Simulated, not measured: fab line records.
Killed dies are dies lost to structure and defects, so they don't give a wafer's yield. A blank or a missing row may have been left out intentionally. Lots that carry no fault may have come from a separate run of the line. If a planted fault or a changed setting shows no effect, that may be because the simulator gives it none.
What tool caused it?    flow nand-harc    34 wafers from 12 lots sampled at 5 of the route's 1159 steps

WHAT THE GAUGES READ, wafer by wafer
NHARC_END_SORT_01. Usual: killed-at-array 27, standard deviation 11; killed-at-other 0.7, standard deviation 0.93; killed-at-periphery 2.9, standard deviation 1.9; killed-dies 30, standard deviation 11; killed-open 3.1, standard deviation 1.7; killed-short 1.9, standard deviation 1.3.
lot   measured      on         killed-at-array  killed-at-other  killed-at-periphery  killed-dies  killed-open  killed-short  flag
L767  day 23 21:36  prober-01  27 37 405        1 0 0            2 1 0                30 38 405    3 3 1        2 0 1         OFF
L771  day 24 17:58  prober-02  366 282          1 0              1 2                  368 284      3 4          1 2           OFF

WHICH TOOL RAN EACH LOT (tool, then ch and the chambers of the sampled wafers, then the start)
lot   NHARC_A_CHANNEL_HOLE_D1_ETCH_38     NHARC_A_CHANNEL_HOLE_D1_ETCH_16     NHARC_A_CHANNEL_HOLE_D1_ETCH_19   NHARC_A_CHANNEL_HOLE_D1_ETCH_21
L754  rie-diel-11 ch 1,3, day 8 19:46     rie-diel-11 ch 1,2,3, day 8 20:16   har-etch-02 ch 0,1, day 8 21:05   har-etch-02 ch 0,1, day 8 21:37
L753  rie-diel-10 ch 1,3, day 9 00:36     rie-diel-10 ch 0,2, day 9 01:06     har-etch-02 ch 0,1, day 9 01:41   har-etch-02 ch 0,1, day 9 02:07
L755  rie-diel-03 ch 0,1,3, day 9 03:30   rie-diel-03 ch 1,2,3, day 9 03:56   har-etch-02 ch 0,1, day 9 05:53   har-etch-02 ch 0,1, day 9 06:26
L757  rie-diel-03 ch 0,1,2, day 9 11:29   rie-diel-03 ch 0,2,3, day 9 11:58   har-etch-02 ch 0,1, day 9 12:34   har-etch-02 ch 0,1, day 9 12:59
L759  rie-diel-11 ch 1,3, day 10 01:23    rie-diel-11 ch 0,1,2, day 10 02:04  har-etch-01 ch 0, day 10 02:40    har-etch-01 ch 0, day 10 03:09
L760  rie-diel-10 ch 2,3, day 10 14:56    rie-diel-10 ch 0,1,2, day 10 15:30  har-etch-02 ch 0,1, day 10 16:04  har-etch-02 ch 0,1, day 10 16:32
L767  rie-diel-10 ch 0,3, day 12 05:17    rie-diel-10 ch 0,1,3, day 12 05:44  har-etch-02 ch 1, day 12 06:25    har-etch-02 ch 1, day 12 06:53
L769  rie-diel-10 ch 0, day 12 11:05      rie-diel-10 ch 0,2, day 12 11:38    har-etch-02 ch 1, day 12 12:13    har-etch-02 ch 1, day 12 12:44
L771  rie-diel-10 ch 1,3, day 13 03:05    rie-diel-10 ch 1,2, day 13 03:41    har-etch-02 ch 0,1, day 13 04:11  har-etch-02 ch 0,1, day 13 04:44
L772  rie-diel-11 ch 0,1,2, day 13 11:04  rie-diel-11 ch 1,2, day 13 11:32    har-etch-01 ch 0,1, day 13 12:08  har-etch-01 ch 0,1, day 13 12:34
L774  rie-diel-11 ch 1,2, day 14 02:17    rie-diel-11 ch 0,3, day 14 02:48    har-etch-02 ch 0,1, day 14 03:26  har-etch-02 ch 0,1, day 14 03:59
L773  rie-diel-03 ch 0,3, day 14 02:43    rie-diel-03 ch 0,2, day 14 03:10    har-etch-02 ch 0,1, day 14 07:38  har-etch-02 ch 0,1, day 14 08:10
- NHARC_A_CHANNEL_HOLE_D1_ETCH_38: etches the open film in CF4, target depth 39 nm, time 65 s.
- NHARC_A_CHANNEL_HOLE_D1_ETCH_16: etches the open film in O2/COS, target depth 3100 nm, time 806 s.
- NHARC_A_CHANNEL_HOLE_D1_ETCH_19: etches the open film in C4F8/O2/Ar, time 34.5 s.
- NHARC_A_CHANNEL_HOLE_D1_ETCH_21: etches the open film in C4F8/O2/Ar, time 514.3 s, target depth 1600 nm.

AS READ BY THE TOOLS THEMSELVES (means over the sampled wafers that have a number; for cases with no such wafer, the mark the record gives instead)
NHARC_A_CHANNEL_HOLE_D1_ETCH_38. Usual: drypump-motor-current-A 5.92 A, standard deviation 0.28; oes-product-au 1.001 a.u., standard deviation 0.009; rf-vpp-V 151.3 V, standard deviation 1.1; run-length-s 86.1 s, standard deviation 0.47; showerhead-plenum-p-Torr 1.78 Torr, standard deviation 0.071; throttle-valve-pct 13.283 %, standard deviation 0.0088.
lot   tool         drypump-motor-current-A (A)  oes-product-au (a.u.)  rf-vpp-V (V)  run-length-s (s)  showerhead-plenum-p-Torr (Torr)  throttle-valve-pct (%)  flag
L754  rie-diel-11  6.18                         1.005                  150.9         86.4              1.74                             13.286                  
L753  rie-diel-10  5.44                         1.003                  150.3         85.5              1.75                             13.281                  
L755  rie-diel-03  5.96                         1.001                  150.7         85.7              1.82                             13.283                  
L757  rie-diel-03  5.95                         1.005                  151.5         85.9              1.79                             13.290                  
L759  rie-diel-11  6.19                         0.992                  151.8         86.7              1.74                             13.276                  
L760  rie-diel-10  5.97                         1.011                  150.1         86.0              1.69                             13.278                  
L767  rie-diel-10  5.90                         1.014                  151.9         85.9              1.72                             13.283                  
L769  rie-diel-10  5.80                         1.006                  152.2         86.3              1.85                             13.288                  
L771  rie-diel-10  5.58                         1.003                  151.2         85.7              1.73                             13.284                  
L772  rie-diel-11  6.07                         0.991                  151.0         86.2              1.77                             13.273                  
L774  rie-diel-11  5.99                         1.001                  151.8         86.7              1.81                             13.282                  
L773  rie-diel-03  5.91                         0.994                  152.2         85.4              1.85                             13.283                  

NHARC_A_CHANNEL_HOLE_D1_ETCH_16. Usual: value, then standard deviation, for each; cos-flow-sccm 19.99 sccm / 0.061; drypump-motor-current-A 5.92 A / 0.29; oes-product-au 1.000 a.u. / 0.0086; rf-vpp-V 314.4 V / 2.1; run-length-s 827.1 s / 0.47; showerhead-plenum-p-Torr 3.14 Torr / 0.12; throttle-valve-pct 28.330 % / 0.0084.
lot   tool         cos-flow-sccm (sccm)  drypump-motor-current-A (A)  oes-product-au (a.u.)  rf-vpp-V (V)  run-length-s (s)  showerhead-plenum-p-Torr (Torr)  throttle-valve-pct (%)  flag
L754  rie-diel-11  20.06                 6.05                         0.998                  315.4         827.4             3.17                             28.336                  
L753  rie-diel-10  19.96                 5.93                         1.000                  313.6         827.4             3.09                             28.331                  
L755  rie-diel-03  20.04                 6.08                         1.007                  316.7         827.0             3.24                             28.334                  
L757  rie-diel-03  20.00                 5.94                         0.999                  315.9         826.7             3.21                             28.333                  
L759  rie-diel-11  19.94                 6.09                         0.991                  314.1         827.3             3.12                             28.329                  
L760  rie-diel-10  20.02                 5.66                         1.005                  314.1         827.1             3.14                             28.321                  
L767  rie-diel-10  20.03                 5.64                         1.008                  314.3         765.7             3.12                             28.333                  OFF
L769  rie-diel-10  20.04                 5.90                         1.016                  312.4         735.6             3.13                             28.324                  OFF
L771  rie-diel-10  19.96                 5.57                         1.009                  312.4         642.5             3.08                             28.328                  OFF
L772  rie-diel-11  19.99                 6.01                         0.993                  314.4         827.3             3.19                             28.324                  
L774  rie-diel-11  20.04                 6.10                         0.997                  314.1         827.1             3.18                             28.332                  
L773  rie-diel-03  20.04                 5.91                         0.987                  314.8         826.7             3.16                             28.333                  

NHARC_A_CHANNEL_HOLE_D1_ETCH_19. Usual: drypump-motor-current-A 6.0 A, standard deviation 0.38; run-length-s 35.6 s, standard deviation 0.31; showerhead-plenum-p-Torr 3.88 Torr, standard deviation 0.048; throttle-valve-pct 37.037 %, standard deviation 0.0098.
lot   tool         drypump-motor-current-A (A)  run-length-s (s)  showerhead-plenum-p-Torr (Torr)  throttle-valve-pct (%)  flag
L754  har-etch-02  5.7                          35.6              3.92                             37.030                  
L753  har-etch-02  6.0                          35.5              3.92                             37.042                  
L755  har-etch-02  6.0                          35.6              3.92                             37.044                  
L757  har-etch-02  5.7                          35.4              3.92                             37.030                  
L759  har-etch-01  6.5                          35.4              3.80                             37.036                  
L760  har-etch-02  5.7                          35.4              3.91                             37.034                  
L767  har-etch-02  6.2                          35.5              3.90                             37.044                  
L769  har-etch-02  6.2                          35.6              3.90                             37.031                  
L771  har-etch-02  5.8                          35.6              3.90                             37.031                  
L772  har-etch-01  6.4                          35.7              3.79                             37.028                  
L774  har-etch-02  6.0                          35.5              3.89                             37.033                  
L773  har-etch-02  6.0                          35.5              3.89                             37.040                  

NHARC_A_CHANNEL_HOLE_D1_ETCH_21. Usual: drypump-motor-current-A 6.0 A, standard deviation 0.38; showerhead-plenum-p-Torr 3.83 Torr, standard deviation 0.046; throttle-valve-pct 32.156 %, standard deviation 0.0093.
lot   tool         drypump-motor-current-A (A)  showerhead-plenum-p-Torr (Torr)  throttle-valve-pct (%)  flag
L754  har-etch-02  5.7                          3.87                             32.153                  
L753  har-etch-02  6.0                          3.87                             32.147                  
L755  har-etch-02  6.0                          3.87                             32.161                  
L757  har-etch-02  5.7                          3.87                             32.147                  
L759  har-etch-01  6.5                          3.75                             32.166                  
L760  har-etch-02  5.7                          3.86                             32.162                  
L767  har-etch-02  6.2                          3.85                             32.159                  
L769  har-etch-02  6.2                          3.85                             32.164                  
L771  har-etch-02  5.8                          3.85                             32.163                  
L772  har-etch-01  6.4                          3.75                             32.159                  
L774  har-etch-02  6.0                          3.84                             32.150                  
L773  har-etch-02  6.0                          3.84                             32.151                  

THE ANSWER, worked out from the rows above alone
Rule: a lot is off if the mean of its wafers that have a number lies more than 3 standard deviations from the usual mean. Also off: a lot with no number at a reading for which 4 or more lots have one. All remaining lots with rows at the step are treated as sound. Order of review: gauges by route order, followed by the tools' own readings, for which a lot's mean as printed above is used. At the first step where some lot is off, the reading lying furthest off is the one used; lots without a number count as furthest.
Off, at NHARC_END_SORT_01 on killed-at-array: L767, L771. Neither off nor sound, because the step has no rows for them: L754, L753, L755, L757, L759, L760, L769, L772, L774, L773.
A tool fits if, at a process step before that reading, it ran every lot that is off, and no sound lot after the first of them. The gauges at NHARC_END_SORT_01 aren't tried: what is off there is off at NHARC_A_CHANNEL_HOLE_D1_ETCH_16 too, on other tools, and a gauge's error can't cause that. This does not decide it: 2 tools fit, namely rie-diel-10 at NHARC_A_CHANNEL_HOLE_D1_ETCH_38 and NHARC_A_CHANNEL_HOLE_D1_ETCH_16 and har-etch-02 at NHARC_A_CHANNEL_HOLE_D1_ETCH_19 and NHARC_A_CHANNEL_HOLE_D1_ETCH_21.

WHAT THE SIMULATOR HAD PUT IN
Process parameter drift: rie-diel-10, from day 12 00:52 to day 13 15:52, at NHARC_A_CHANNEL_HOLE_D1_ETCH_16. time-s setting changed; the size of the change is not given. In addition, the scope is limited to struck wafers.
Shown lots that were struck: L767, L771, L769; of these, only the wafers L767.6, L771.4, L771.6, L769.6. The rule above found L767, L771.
